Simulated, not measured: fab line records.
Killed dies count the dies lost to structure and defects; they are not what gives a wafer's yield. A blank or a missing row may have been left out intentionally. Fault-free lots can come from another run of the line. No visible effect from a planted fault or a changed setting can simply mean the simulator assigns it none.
The tool behind it: which one? + flow n5 finfet + 24 lots, 72 wafers sampled, at 5 steps of a route of 1938

WHAT THE GAUGES SHOWED, per wafer
N5_MOL_CONTACT_COAG_INSPECT_10: inspects for defects (brightfield).
| lot  | measured     | on                | raw defect count |
|------|--------------|-------------------|------------------|
| L074 | day 4 14:47  | defect inspect-01 | 44 52 26         |
| L075 | day 5 01:59  | defect inspect-02 | 52 67 44         |
| L076 | day 5 15:37  | defect inspect-02 | 47 77 74         |
| L077 | day 5 22:44  | defect inspect-02 | 70 86 46         |
| L078 | day 5 23:54  | defect inspect-02 | 45 31 26         |
| L079 | day 6 03:04  | defect inspect-02 | 35 50 58         |
| L080 | day 6 08:56  | defect inspect-02 | 69 92 38         |
| L081 | day 6 12:38  | defect inspect-02 | 111 107 72       |
| L082 | day 6 18:23  | defect inspect-01 | 77 65 107        |
| L083 | day 7 02:16  | defect inspect-02 | 72 66 54         |
| L084 | day 7 07:07  | defect inspect-02 | 56 49 57         |
| L085 | day 7 12:22  | defect inspect-02 | 72 38 38         |
| L086 | day 8 02:01  | defect inspect-02 | 62 79 63         |
| L087 | day 8 03:28  | defect inspect-01 | 100 96 130       |
| L088 | day 8 11:41  | defect inspect-01 | 64 65 51         |
| L089 | day 8 14:02  | defect inspect-02 | 43 61 53         |
| L090 | day 8 22:56  | defect inspect-02 | 68 60 45         |
| L091 | day 9 04:00  | defect inspect-01 | 56 71 38         |
| L092 | day 9 06:01  | defect inspect-01 | 85 77 100        |
| L093 | day 9 14:42  | defect inspect-01 | 84 69 54         |
| L094 | day 9 16:12  | defect inspect-02 | 73 87 114        |
| L095 | day 9 22:51  | defect inspect-01 | 44 60 49         |
| L097 | day 10 07:44 | defect inspect-02 | 110 83 75        |
| L096 | day 10 09:56 | defect inspect-01 | 99 80 68         |

N5_MOL_CONTACT_COAG_OVL_MEAS_85.
| lot  | measured     | on         | VG_OVL (nm)    |
|------|--------------|------------|----------------|
| L074 | day 5 01:54  | overlay-01 | 0.5 1.4 0.4    |
| L075 | day 5 11:31  | overlay-02 | 0.9 1.0 0.5    |
| L076 | day 6 02:26  | overlay-01 | 1.2 0.8 0.7    |
| L077 | day 6 13:16  | overlay-02 | 0.3 0.7 1.2    |
| L078 | day 6 14:38  | overlay-01 | 1.4 0.3 1.3    |
| L079 | day 6 16:13  | overlay-02 | 0.9 0.7 1.3    |
| L080 | day 6 18:34  | overlay-01 | 1.4 0.5 0.3    |
| L081 | day 6 22:23  | overlay-01 | 0.2 1.0 -0.1   |
| L082 | day 7 05:29  | overlay-01 | -0.4 0.1 0.9   |
| L083 | day 7 10:55  | overlay-02 | 0.8 1.4 0.7    |
| L084 | day 7 16:38  | overlay-02 | 0.1 -0.2 -1.2  |
| L085 | day 7 21:45  | overlay-02 | 1.9 0.1 1.3    |
| L086 | day 8 16:06  | overlay-01 | -0.6 -1.0 -1.1 |
| L087 | day 8 16:25  | overlay-01 | -0.5 -0.2 0.5  |
| L088 | day 8 23:02  | overlay-02 | 0.5 -0.5 -1.0  |
| L089 | day 9 01:06  | overlay-02 | -1.6 -1.7 -0.6 |
| L090 | day 9 10:27  | overlay-02 | 0.2 -0.4 -0.5  |
| L091 | day 9 13:45  | overlay-01 | 0.2 0.2 0.8    |
| L092 | day 9 16:21  | overlay-02 | 0.1 1.4 0.3    |
| L093 | day 10 01:14 | overlay-01 | -0.6 -0.7 -0.4 |
| L094 | day 10 02:13 | overlay-02 | 0.3 1.1 0.4    |
| L095 | day 10 09:22 | overlay-02 | -0.1 -0.4 1.2  |
| L097 | day 10 20:44 | overlay-01 | -1.2 -1.8 -1.1 |
| L096 | day 10 23:03 | overlay-02 | -1.2 -0.6 -0.4 |

N5_MOL_CONTACT_COAG_CD_MEAS_40 targets a cd of 25.1 nm.
| lot  | measured     | on        | cd nm (nm)        |
|------|--------------|-----------|-------------------|
| L074 | day 5 03:48  | cd sem-02 | 25.30 25.23 25.36 |
| L075 | day 5 13:05  | cd sem-02 | 24.99 25.34 25.28 |
| L076 | day 6 03:59  | cd sem-02 | 24.50 25.19 24.89 |
| L077 | day 6 14:44  | cd sem-03 | 24.92 25.14 25.24 |
| L078 | day 6 16:09  | cd sem-01 | 25.07 25.15 24.74 |
| L079 | day 6 18:12  | cd sem-01 | 24.76 24.90 24.96 |
| L080 | day 6 20:34  | cd sem-01 | 25.21 24.78 24.78 |
| L081 | day 6 23:44  | cd sem-02 | 25.28 25.21 25.42 |
| L082 | day 7 07:05  | cd sem-03 | 25.01 24.86 24.74 |
| L083 | day 7 12:16  | cd sem-03 | 25.00 24.97 25.41 |
| L084 | day 7 19:00  | cd sem-01 | 24.82 25.60 25.13 |
| L085 | day 7 23:10  | cd sem-02 | 24.88 25.33 25.02 |
| L086 | day 8 17:26  | cd sem-03 | 25.16 25.65 25.13 |
| L087 | day 8 17:45  | cd sem-03 | 25.04 24.87 25.01 |
| L088 | day 9 01:18  | cd sem-01 | 25.26 24.93 24.93 |
| L089 | day 9 03:08  | cd sem-01 | 25.19 25.43 25.34 |
| L090 | day 9 11:41  | cd sem-01 | 25.24 24.64 25.13 |
| L091 | day 9 15:40  | cd sem-03 | 25.08 24.81 25.17 |
| L092 | day 9 17:58  | cd sem-03 | 24.56 25.14 24.70 |
| L093 | day 10 02:48 | cd sem-02 | 25.36 25.39 25.57 |
| L094 | day 10 03:26 | cd sem-03 | 25.15 25.30 25.26 |
| L095 | day 10 10:53 | cd sem-02 | 25.55 24.66 25.15 |
| L097 | day 10 22:08 | cd sem-03 | 24.83 25.33 25.18 |
| L096 | day 11 00:34 | cd sem-02 | 24.94 25.18 24.66 |

WHAT TOOL EACH LOT RAN ON (gives the tool, then ch and the chambers of the sampled wafers, and finally the start)
| lot  | N5_MOL_CONTACT_COAG_ETCHBACK_132   | N5_MOL_CONTACT_COAG_ETCHBACK_135   |
|------|------------------------------------|------------------------------------|
| L074 | rie diel-03 ch 1,3, day 5 02:59    | rie diel-03 ch 1,3, day 5 03:07    |
| L075 | rie diel-04 ch 0,3, day 5 12:05    | rie diel-04 ch 0,3, day 5 12:13    |
| L076 | rie diel-04 ch 0,2,3, day 6 03:04  | rie diel-04 ch 0,2,3, day 6 03:11  |
| L077 | rie diel-02 ch 1,2, day 6 13:47    | rie diel-02 ch 1,2, day 6 13:55    |
| L078 | rie diel-02 ch 0,2, day 6 15:20    | rie diel-02 ch 0,2, day 6 15:28    |
| L079 | rie diel-04 ch 0,3, day 6 17:16    | rie diel-04 ch 0,3, day 6 17:23    |
| L080 | rie diel-03 ch 1,2,3, day 6 19:38  | rie diel-03 ch 1,2,3, day 6 19:46  |
| L081 | rie diel-02 ch 2,3, day 6 22:47    | rie diel-02 ch 2,3, day 6 22:55    |
| L082 | rie diel-04 ch 0,1, day 7 06:08    | rie diel-04 ch 0,1, day 7 06:16    |
| L083 | rie diel-03 ch 0,1, day 7 11:19    | rie diel-03 ch 0,1, day 7 11:27    |
| L084 | rie diel-03 ch 1,2, day 7 17:54    | rie diel-03 ch 1,2, day 7 18:05    |
| L085 | rie diel-02 ch 2,3, day 7 22:21    | rie diel-02 ch 2,3, day 7 22:28    |
| L086 | rie diel-02 ch 1,2, day 8 16:37    | rie diel-02 ch 1,2, day 8 16:44    |
| L087 | rie diel-02 ch 0,1, day 8 16:56    | rie diel-02 ch 0,1, day 8 17:04    |
| L088 | rie diel-03 ch 0,1, day 9 00:22    | rie diel-03 ch 0,1, day 9 00:29    |
| L089 | rie diel-03 ch 0,2, day 9 02:19    | rie diel-03 ch 0,2, day 9 02:26    |
| L090 | rie diel-02 ch 0,2,3, day 9 10:53  | rie diel-02 ch 0,2,3, day 9 11:00  |
| L091 | rie diel-02 ch 0,1,2, day 9 14:51  | rie diel-02 ch 0,1,2, day 9 14:58  |
| L092 | rie diel-03 ch 0,1,2, day 9 17:08  | rie diel-03 ch 0,1,2, day 9 17:16  |
| L093 | rie diel-03 ch 1,2,3, day 10 01:52 | rie diel-03 ch 1,2,3, day 10 01:59 |
| L094 | rie diel-04 ch 0,1,2, day 10 02:37 | rie diel-04 ch 0,1,2, day 10 02:44 |
| L095 | rie diel-03 ch 0,2,3, day 10 09:58 | rie diel-03 ch 0,2,3, day 10 10:05 |
| L097 | rie diel-02 ch 1,2,3, day 10 21:19 | rie diel-02 ch 1,2,3, day 10 21:27 |
| L096 | rie diel-04 ch 1,3, day 10 23:38   | rie diel-04 ch 1,3, day 10 23:45   |
- N5_MOL_CONTACT_COAG_ETCHBACK_132: etches SiO2 in CHF3, target depth 10 nm, time 6.7 s.
- N5_MOL_CONTACT_COAG_ETCHBACK_135: etches SiO2 in CHF3, target depth 25 nm, time 16.7 s.

WHAT THE TOOLS THEMSELVES READ (means of the sampled wafers that have a number; where no wafer has one, the mark that the record gives instead)
N5_MOL_CONTACT_COAG_ETCHBACK_132.
| lot  | tool        | drypump motor current A (A) | oes product au (a.u.) | rf vpp V (V) | showerhead plenum p Torr (Torr) | throttle valve pct (%) |
|------|-------------|-----------------------------|-----------------------|--------------|---------------------------------|------------------------|
| L074 | rie diel-03 | 5.6                         | 0.77                  | 505          | 2.31                            | 18.75                  |
| L075 | rie diel-04 | 6.5                         | 0.87                  | 539          | 2.38                            | 18.86                  |
| L076 | rie diel-04 | 6.3                         | 0.78                  | 536          | 2.32                            | 18.88                  |
| L077 | rie diel-02 | 5.5                         | 0.72                  | 529          | 2.46                            | 18.94                  |
| L078 | rie diel-02 | 5.3                         | 0.72                  | 527          | 2.32                            | 18.68                  |
| L079 | rie diel-04 | 6.6                         | 0.75                  | 538          | 2.32                            | 18.96                  |
| L080 | rie diel-03 | 5.5                         | 0.79                  | 519          | 2.35                            | 18.60                  |
| L081 | rie diel-02 | 5.4                         | 0.72                  | 526          | 2.44                            | 18.96                  |
| L082 | rie diel-04 | 6.6                         | 0.67                  | 527          | 2.28                            | 18.93                  |
| L083 | rie diel-03 | 5.4                         | 0.81                  | 526          | 2.39                            | 18.42                  |
| L084 | rie diel-03 | 5.4                         | 0.82                  | 532          | 2.39                            | 18.44                  |
| L085 | rie diel-02 | 5.5                         | 0.73                  | 527          | 2.41                            | 18.90                  |
| L086 | rie diel-02 | 5.6                         | 0.70                  | 530          | 2.45                            | 18.96                  |
| L087 | rie diel-02 | 5.9                         | 0.72                  | 538          | 2.39                            | 18.66                  |
| L088 | rie diel-03 | 5.5                         | 0.76                  | 527          | 2.36                            | 18.51                  |
| L089 | rie diel-03 | 5.5                         | 0.77                  | 534          | 2.38                            | 18.52                  |
| L090 | rie diel-02 | 5.4                         | 0.72                  | 526          | 2.36                            | 18.80                  |
| L091 | rie diel-02 | 5.6                         | 0.70                  | 531          | 2.39                            | 18.78                  |
| L092 | rie diel-03 | 5.4                         | 0.78                  | 529          | 2.38                            | 18.50                  |
| L093 | rie diel-03 | 5.5                         | 0.85                  | 522          | 2.44                            | 18.50                  |
| L094 | rie diel-04 | 6.2                         | 0.86                  | 527          | 2.37                            | 18.63                  |
| L095 | rie diel-03 | 5.6                         | 0.82                  | 524          | 2.42                            | 18.57                  |
| L097 | rie diel-02 | 5.7                         | 0.70                  | 532          | 2.43                            | 18.91                  |
| L096 | rie diel-04 | 6.4                         | 0.89                  | 530          | 2.40                            | 18.69                  |

N5_MOL_CONTACT_COAG_ETCHBACK_135.
| lot  | tool        | drypump motor current A (A) | oes product au (a.u.) | rf vpp V (V) | showerhead plenum p Torr (Torr) | throttle valve pct (%) |
|------|-------------|-----------------------------|-----------------------|--------------|---------------------------------|------------------------|
| L074 | rie diel-03 | 5.6                         | 0.77                  | 506          | 2.31                            | 18.76                  |
| L075 | rie diel-04 | 6.5                         | 0.87                  | 539          | 2.38                            | 18.85                  |
| L076 | rie diel-04 | 6.2                         | 0.77                  | 535          | 2.32                            | 18.88                  |
| L077 | rie diel-02 | 5.6                         | 0.72                  | 530          | 2.46                            | 18.94                  |
| L078 | rie diel-02 | 5.3                         | 0.72                  | 526          | 2.32                            | 18.68                  |
| L079 | rie diel-04 | 6.6                         | 0.76                  | 537          | 2.32                            | 18.95                  |
| L080 | rie diel-03 | 5.5                         | 0.79                  | 519          | 2.35                            | 18.61                  |
| L081 | rie diel-02 | 5.3                         | 0.73                  | 525          | 2.44                            | 18.97                  |
| L082 | rie diel-04 | 6.6                         | 0.68                  | 526          | 2.28                            | 18.92                  |
| L083 | rie diel-03 | 5.4                         | 0.81                  | 527          | 2.39                            | 18.43                  |
| L084 | rie diel-03 | 5.4                         | 0.82                  | 533          | 2.39                            | 18.43                  |
| L085 | rie diel-02 | 5.5                         | 0.73                  | 528          | 2.41                            | 18.88                  |
| L086 | rie diel-02 | 5.5                         | 0.71                  | 530          | 2.45                            | 18.97                  |
| L087 | rie diel-02 | 5.9                         | 0.72                  | 539          | 2.39                            | 18.66                  |
| L088 | rie diel-03 | 5.5                         | 0.75                  | 527          | 2.36                            | 18.50                  |
| L089 | rie diel-03 | 5.5                         | 0.77                  | 533          | 2.38                            | 18.52                  |
| L090 | rie diel-02 | 5.4                         | 0.71                  | 526          | 2.36                            | 18.80                  |
| L091 | rie diel-02 | 5.6                         | 0.70                  | 532          | 2.39                            | 18.79                  |
| L092 | rie diel-03 | 5.4                         | 0.78                  | 529          | 2.38                            | 18.50                  |
| L093 | rie diel-03 | 5.5                         | 0.85                  | 521          | 2.44                            | 18.50                  |
| L094 | rie diel-04 | 6.2                         | 0.86                  | 527          | 2.37                            | 18.64                  |
| L095 | rie diel-03 | 5.6                         | 0.81                  | 523          | 2.42                            | 18.57                  |
| L097 | rie diel-02 | 5.7                         | 0.71                  | 530          | 2.43                            | 18.91                  |
| L096 | rie diel-04 | 6.4                         | 0.89                  | 530          | 2.40                            | 18.69                  |

THE ANSWER, worked out from the rows above alone
Rule: usual is defined by the lots themselves. Put in order of their means at a reading, lots are off if they are a third of the lots or fewer, leave a main group of 4 or more, and stand apart from it by a gap of 3 or more times the standard deviation of the main group's means; of several such gaps the widest counts. A main group is skipped when, at the precision printed for the reading in the tables above, its means are all equal. A lot without any number at a reading at which 4 lots or more have one is off too. Any other lot the step has rows for is counted as sound. First the gauges in route order, then the tools' own readings, where a lot's mean is used as printed above. The first step at which some lot is off is used, and at that step the reading that is off furthest; a lot without a number counts as furthest.
No lot is off at any reading shown: from this, nothing can be told.

WHAT THE SIMULATOR HAD INSERTED
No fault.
